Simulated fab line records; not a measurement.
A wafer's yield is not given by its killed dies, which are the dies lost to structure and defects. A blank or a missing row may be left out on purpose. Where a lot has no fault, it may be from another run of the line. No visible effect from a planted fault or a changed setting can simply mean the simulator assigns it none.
2 desks looking at one fault :: flow nand harc :: every desk sees just its own numbers, and what lay behind them comes last

== THE TOOL OWNER'S DESK: rie diel-12 ==
The tool's own readings at NHARC_P_GATE_ETCH_104 (etches the open film in CF4/CHF3, target depth 60 nm): means of the sampled wafers that have a number, for each lot that ran on this tool. If a lot's mean is further than 4 standard deviations from the usual mean, the lot is out of limits and carries the mark OUT (the distance appears in the brackets).
Columns: A = drypump motor current A at NHARC_P_GATE_ETCH_104, usual 5.9 A; B = oes product au at NHARC_P_GATE_ETCH_104, usual 0.939 a.u.; C = rf fwd power W at NHARC_P_GATE_ETCH_104, usual 491.3 W; D = rf vpp V at NHARC_P_GATE_ETCH_104, usual 370.8 V; E = showerhead plenum p Torr at NHARC_P_GATE_ETCH_104, usual 1.58 Torr; F = throttle valve pct at NHARC_P_GATE_ETCH_104, usual 16.802 %
lot: L847
first seen here: day 5 12:31
A: 5.7
B: 0.955
C: 489.3
D: 368.5
E: 1.51
F: 16.794

lot: L849
first seen here: day 6 06:17
A: 5.8
B: 0.923
C: 491.9
D: 368.7
E: 1.52
F: 16.804

lot: L850
first seen here: day 6 21:57
A: 5.8
B: 0.970
C: 490.6
D: 367.9
E: 1.52
F: 16.808

lot: L867
first seen here: day 13 20:01
A: 5.9
B: 0.907
C: 473.8 (-6.3) OUT
D: 367.5
E: 1.48
F: 16.806

lot: L868
first seen here: day 14 07:46
A: 5.9
B: 0.940
C: 470.8 (-7.3) OUT
D: 368.1
E: 1.51
F: 16.798
This desk's finding: out of limits on L867, L868; first on L867, day 13 20:01 (rf fwd power W at NHARC_P_GATE_ETCH_104). In limits: L847, L849, L850.

== FROM THE METROLOGY DESK ==
What the gauges read for every lot (on any tool): the sampled wafers with a number, averaged. If a lot's mean is further than 4 standard deviations from the usual mean, the lot is out of limits and carries the mark OUT (the distance appears in the brackets).
Columns: A = cd nm at NHARC_P_GATE_CD_MEAS_59, usual 719.5 nm
lot: L846
first seen here: day 5 19:27
A: 719.4

lot: L847
first seen here: day 6 01:59
A: 720.7

lot: L849
first seen here: day 6 21:52
A: 719.0

lot: L851
first seen here: day 7 11:08
A: 723.5

lot: L850
first seen here: day 7 11:27
A: 717.1

lot: L853
first seen here: day 8 20:12
A: 718.9

lot: L854
first seen here: day 8 22:40
A: 720.3

lot: L855
first seen here: day 9 11:44
A: 716.7

lot: L857
first seen here: day 10 09:42
A: 718.6

lot: L858
first seen here: day 10 23:02
A: 718.3

lot: L867
first seen here: day 14 09:29
A: 718.3

lot: L868
first seen here: day 14 21:06
A: 720.5
Result from this desk: across the 12 lots, nothing is out of limits.

== PUT TOGETHER ==
On L867, L868, at day 13 20:01, an alarm was possible from the tool owner's desk.
The metrology desk saw nothing out of limits.
The metrology desk has L867, L868 on record, within its limits.
Of the lots named, all ran NHARC_P_GATE_ETCH_104 on rie diel-12.

== WHAT HAD BEEN PUT IN BY THE SIMULATOR ==
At NHARC_P_GATE_ETCH_104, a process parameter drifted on rie diel-12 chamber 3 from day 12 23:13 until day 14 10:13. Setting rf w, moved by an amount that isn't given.
Struck lots among those shown: L867, L868.
Time in hours from fault onset to the first out-of-limits reading at each desk: the tool owner's desk, 21.
